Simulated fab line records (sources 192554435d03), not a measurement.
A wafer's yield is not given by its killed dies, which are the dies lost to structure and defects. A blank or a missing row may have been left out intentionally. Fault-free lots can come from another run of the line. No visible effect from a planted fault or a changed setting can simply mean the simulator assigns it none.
fab line records	flow n5_finfet
record lots=10	wafers=30	last_day=18
route steps=1938 shown ZERO_LAYER@11 PMOS_HMC_CHANNEL_EPI@87 BEOL_M4@1111
lots that met no fault: taken from a fault-free run of the same line
start_h: hours from the record's opening day to when the first of the lot's shown wafers began	wait_h: hours since the lot's step before	" identical to the entry in the row above	L1.1+2: a single row standing in for several wafers	- no value, or no start was given	* or withheld: withheld	< > ~ a bound
route shown NAME@n: NAME is a module with steps in the file, n the number in the route of the first one	usual: mean/standard deviation of fault-free wafers	same: alike in all rows	chamber/n: place in a boat	sites: each site's reading	_std_site: standard deviation of those values	_edge_site: mean of outer sites minus mean of inner sites	radius_mm: for every site, how far away it sits from the centre of the wafer	mask NAME#n: copy n	behind: the last tool/chamber to shape the wafer	hold: the reason the lot was held/the length of the hold in hours/how it ended	device: transistor that didn't switch, given as n, p or np	end of line: at the end of the route, the tests of the same wafers	a step given without rows: its recipe and nothing more	killed: at the first sort, the dies lost to defects and structure; wafer yield is something else	map: the dies of a wafer, with x for killed, . for not killed, _ for no die there
set.NAME: setting as actually run; set.NAME@STEP: the setting as run at that earlier step	model.NAME: the simulator's own value behind a step, which no gauge read
a sample of lots followed through the steps of the route, with each step as a table and each wafer as a row
services: a tool's chamber out of use, with start hour (start_h, from the record's first day; less than 0 if before it), hours out, and reason
## steps
# step N5_ZERO_LAYER_DEVELOP_10
# recipe develop_time_s=60	rinse_liquid=diw	dry=air_spin	dev_temp_c=21
lot.wafer	tool	chamber	start_h	wait_h
L516.4+5+6	litho_track-03	0	12.53	-
L517.2+4+6	litho_track-01	0	18.53	-
L518.1+2+5	litho_track-03	0	24.65	-
L519.1+3+5	litho_track-04	0	30.54	-
L528.3+4+5	litho_track-04	0	84.69	-
L529.3+5+6	litho_track-04	0	90.53	-
L531.1+3+4	litho_track-01	0	102.65	-
L533.3+5+6	litho_track-03	0	114.53	-
L536.1+5+6	litho_track-03	0	132.68	-
L538.1+3+5	litho_track-01	0	144.53	-
# step N5_ZERO_LAYER_CD_MEAS_11
# recipe target_cd_nm=2000	landing_energy_ev=500	detector=se_inlens
# usual cd_nm=2000.5/2.3
lot.wafer	tool	chamber	start_h	wait_h	cd_nm
L516.4	cd_sem-01	0	12.65	-	1999.2
L516.5	"	0	"	"	1996.9
L516.6	"	0	"	"	1998.8
L517.2	cd_sem-02	0	18.65	-	1999.0
L517.4	"	0	"	"	1999.1
L517.6	"	0	"	"	2004.0
L518.1	cd_sem-02	0	24.77	-	2004.7
L518.2	"	0	"	"	2002.0
L518.5	"	0	"	"	1999.0
L519.1	cd_sem-01	0	30.66	-	1999.5
L519.3	"	0	"	"	1999.5
L519.5	"	0	"	"	2001.3
L528.3	cd_sem-02	0	84.81	-	1997.0
L528.4	"	0	"	"	1992.8
L528.5	"	0	"	"	1992.5
L529.3	cd_sem-03	0	90.65	-	1998.8
L529.5	"	0	"	"	1988.8
L529.6	"	0	"	"	2001.6
L531.1	cd_sem-02	0	102.77	-	2000.0
L531.3	"	0	"	"	2001.6
L531.4	"	0	"	"	2004.2
L533.3	cd_sem-03	0	114.64	-	2000.3
L533.5	"	0	"	"	2002.3
L533.6	"	0	"	"	2002.6
L536.1	cd_sem-03	0	132.79	-	1995.8
L536.5	"	0	"	"	1997.2
L536.6	"	0	"	"	1999.7
L538.1	cd_sem-02	0	144.64	-	1999.6
L538.3	"	0	"	"	2001.3
L538.5	"	0	"	"	2002.9
# step N5_ZERO_LAYER_INSPECT_20
# recipe inspect_instrument=darkfield	mode=post_clean
# usual raw_defect_count=36/16
lot.wafer	tool	chamber	start_h	wait_h	raw_defect_count
L516.4	defect_inspect-01	-	13.25	0.0	65
L516.5	"	-	"	"	28
L516.6	"	-	"	"	26
L517.2	defect_inspect-01	-	19.33	0.0	18
L517.4	"	-	"	"	24
L517.6	"	-	"	"	23
L518.1	defect_inspect-01	-	25.39	0.0	36
L518.2	"	-	"	"	19
L518.5	"	-	"	"	29
L519.1	defect_inspect-02	-	31.27	0.0	23
L519.3	"	-	"	"	14
L519.5	"	-	"	"	32
L528.3	defect_inspect-01	-	85.42	0.0	30
L528.4	"	-	"	"	14
L528.5	"	-	"	"	25
L529.3	defect_inspect-01	-	91.27	0.0	19
L529.5	"	-	"	"	17
L529.6	"	-	"	"	19
L531.1	defect_inspect-02	-	103.38	0.0	70
L531.3	"	-	"	"	41
L531.4	"	-	"	"	71
L533.3	defect_inspect-01	-	115.39	0.0	20
L533.5	"	-	"	"	19
L533.6	"	-	"	"	28
L536.1	defect_inspect-01	-	133.57	0.0	39
L536.5	"	-	"	"	38
L536.6	"	-	"	"	34
L538.1	defect_inspect-01	-	145.26	0.0	27
L538.3	"	-	"	"	50
L538.5	"	-	"	"	39
# step N5_PMOS_HMC_CHANNEL_EPI_EPI_26
# recipe material=Si	target_thk_a=38	temp_c=650	precursor=SiH4/H2	pressure_torr=20	time_s=22.7
# usual susceptor_temp_C_max=651.1/0.37	throttle_valve_pct=11.2/0.3
lot.wafer	tool	chamber	start_h	wait_h	susceptor_temp_C_max	throttle_valve_pct
L516.4	epi_rpcvd-01	0	19.50	0.2	650.9	11.5
L516.5	"	0	"	"	650.5	11.1
L516.6	"	0	"	"	650.9	11.4
L517.2	epi_rpcvd-04	0	25.45	0.1	650.8	11.2
L517.4	"	0	"	"	651.2	10.8
L517.6	"	0	"	"	651.3	11.1
L518.1	epi_rpcvd-01	0	31.66	0.0	651.1	11.3
L518.2	"	0	"	"	651.1	11.4
L518.5	"	0	"	"	651.4	11.5
L519.1	epi_rpcvd-04	0	37.50	0.0	651.7	11.1
L519.3	"	0	"	"	651.2	11.0
L519.5	"	0	"	"	651.0	11.1
L528.3	epi_rpcvd-04	0	91.72	0.1	651.0	11.1
L528.4	"	0	"	"	651.7	11.0
L528.5	"	0	"	"	651.0	11.1
L529.3	epi_rpcvd-01	0	97.96	0.1	650.9	11.6
L529.5	"	0	"	"	651.0	11.4
L529.6	"	0	"	"	651.2	11.5
L531.1	epi_rpcvd-03	0	110.55	0.0	651.1	10.5
L531.3	"	0	"	"	651.1	10.7
L531.4	"	0	"	"	651.3	10.6
L533.3	epi_rpcvd-01	0	121.86	0.1	650.7	11.4
L533.5	"	0	"	"	651.0	11.7
L533.6	"	0	"	"	651.1	11.4
L536.1	epi_rpcvd-04	0	140.01	0.0	651.3	11.2
L536.5	"	0	"	"	651.8	10.9
L536.6	"	0	"	"	651.3	11.3
L538.1	epi_rpcvd-01	0	152.00	0.0	650.9	11.7
L538.3	"	0	"	"	650.5	11.7
L538.5	"	0	"	"	650.7	11.4
# step N5_PMOS_HMC_CHANNEL_EPI_INSPECT_30
# recipe inspect_instrument=darkfield	mode=post_epi
# usual raw_defect_count=18/6.3
lot.wafer	tool	chamber	start_h	wait_h	raw_defect_count
L516.4	defect_inspect-02	-	19.72	0.0	24
L516.5	"	-	"	"	23
L516.6	"	-	"	"	27
L517.2	defect_inspect-01	-	25.77	0.0	8
L517.4	"	-	"	"	23
L517.6	"	-	"	"	19
L518.1	defect_inspect-02	-	32.03	0.0	15
L518.2	"	-	"	"	22
L518.5	"	-	"	"	9
L519.1	defect_inspect-02	-	37.87	0.0	15
L519.3	"	-	"	"	10
L519.5	"	-	"	"	14
L528.3	defect_inspect-01	-	92.01	0.0	20
L528.4	"	-	"	"	13
L528.5	"	-	"	"	19
L529.3	defect_inspect-02	-	98.24	0.0	16
L529.5	"	-	"	"	16
L529.6	"	-	"	"	16
L531.1	defect_inspect-02	-	111.02	0.0	14
L531.3	"	-	"	"	15
L531.4	"	-	"	"	28
L533.3	defect_inspect-01	-	122.14	0.0	21
L533.5	"	-	"	"	30
L533.6	"	-	"	"	23
L536.1	defect_inspect-01	-	140.39	0.0	19
L536.5	"	-	"	"	8
L536.6	"	-	"	"	16
L538.1	defect_inspect-02	-	152.37	0.0	26
L538.3	"	-	"	"	18
L538.5	"	-	"	"	26
# step N5_BEOL_M4_RC_MEAS_101
# usual DIBL_N=36.7/1.8	DIBL_P=37.0/2.4	IOFF_N=0.17/0.036	IOFF_P=0.22/0.042	ION_N=673/12	ION_P=462/8.5	SS_N=71.7/0.62	SS_P=73.4/0.65	VT_N=250/3.7	VT_P=-250/3.7
lot.wafer	tool	chamber	start_h	wait_h	DIBL_N[mV/V]	DIBL_P[mV/V]	IOFF_N[nA/um]	IOFF_P[nA/um]	ION_N[uA/um]	ION_P[uA/um]	SS_N[mV/dec]	SS_P[mV/dec]	VT_N[mV]	VT_P[mV]
L517.2	prober-02	0	188.56	0.2	38.5	39.0	0.19	0.25	671	461	71.5	73.3	250	-250
L517.4	"	0	"	"	38.2	39.0	0.21	0.24	675	460	71.9	74.6	245	-250
L517.6	"	0	"	"	37.8	37.4	0.19	0.22	667	457	72.0	73.4	250	-249
L516.4	prober-01	0	190.83	0.5	38.0	39.7	0.19	0.24	682	462	72.3	73.6	247	-250
L516.5	"	0	"	"	36.5	37.5	0.16	0.20	676	460	71.0	73.5	250	-252
L516.6	"	0	"	"	37.5	39.1	0.18	0.23	678	458	71.5	74.0	248	-251
L518.1	prober-02	0	195.99	0.0	36.8	37.0	0.15	0.20	660	460	72.2	73.1	252	-253
L518.2	"	0	"	"	36.4	36.0	0.14	0.18	666	460	71.8	73.5	253	-255
L518.5	"	0	"	"	38.0	38.4	0.18	0.21	667	457	72.5	73.6	251	-253
L519.1	prober-02	0	211.89	0.0	38.2	38.0	0.18	0.24	671	462	72.3	73.9	249	-246
L519.3	"	0	"	"	35.4	34.7	0.13	0.20	674	470	71.2	72.7	253	-248
L519.5	"	0	"	"	36.1	35.7	0.15	0.21	661	462	71.0	72.8	250	-251
L528.3	prober-01	0	262.71	0.3	36.3	38.6	0.17	0.25	680	468	71.7	74.3	246	-247
L528.4	"	0	"	"	31.7	31.5	0.10	0.15	651	457	69.3	72.0	256	-250
L528.5	"	0	"	"	38.1	40.0	0.20	0.28	668	464	72.6	74.5	248	-248
L531.1	prober-02	0	269.87	0.0	38.3	41.0	0.20	0.29	686	484	72.5	74.2	246	-244
L531.3	"	0	"	"	36.7	38.9	0.19	0.27	693	477	71.0	73.6	246	-244
L531.4	"	0	"	"	38.1	40.2	0.22	0.29	693	479	71.9	73.2	241	-246
L529.3	prober-01	0	271.27	0.3	34.9	37.2	0.14	0.22	669	465	70.8	73.9	252	-251
L529.5	"	0	"	"	35.1	36.2	0.13	0.19	664	460	71.2	74.0	255	-253
L529.6	"	0	"	"	34.5	36.0	0.13	0.19	674	463	71.3	73.4	250	-253
L533.3	prober-02	0	282.98	0.3	39.3	41.1	0.23	0.29	690	478	71.9	73.8	243	-244
L533.5	"	0	"	"	40.1	41.8	0.24	0.32	694	473	72.3	74.4	243	-242
L533.6	"	0	"	"	37.9	40.0	0.21	0.28	692	478	72.5	74.2	243	-242
L536.1	prober-01	0	300.55	0.0	35.7	34.9	0.15	0.19	678	461	71.4	73.1	251	-249
L536.5	"	0	"	"	36.7	36.2	0.17	0.22	686	464	71.0	73.8	250	-249
L536.6	"	0	"	"	32.1	30.0	0.10	0.14	662	456	70.7	72.4	256	-255
L538.1	prober-02	0	330.73	0.0	37.6	38.4	0.18	0.24	684	467	72.0	72.7	248	-250
L538.3	"	0	"	"	36.9	37.5	0.16	0.22	671	460	71.8	73.1	249	-254
L538.5	"	0	"	"	36.6	37.7	0.16	0.23	676	469	71.8	73.9	249	-251
## services
tool	chamber	start_h	hours	kind
epi_rpcvd-03	-	-4.26	0.4	repair
epi_rpcvd-04	-	147.42	0.7	repair
## key
first_sign step=N5_ZERO_LAYER_CD_MEAS_11	reading=cd_nm	direction=down	sigmas=4	usual=2000.5	struck=1991.3
effect none on later readings
met_at N5_ZERO_LAYER_DEVELOP_10
struck_lots L528,L529
struck_wafers L528.4,L528.5,L529.5
not_acting_at N5_ZERO_LAYER_INSPECT_20,N5_PMOS_HMC_CHANNEL_EPI_EPI_26,N5_PMOS_HMC_CHANNEL_EPI_INSPECT_30
onset_between 30.54 84.69
fault kind=process_parameter_drift	tool=litho_track-04	chamber=-	onset_h=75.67	steps=N5_ZERO_LAYER_DEVELOP_10	channel=develop_time_s	offset=*	shape=step	end_h=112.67	scope=struck_wafers_only	acts_in=*	stated=*
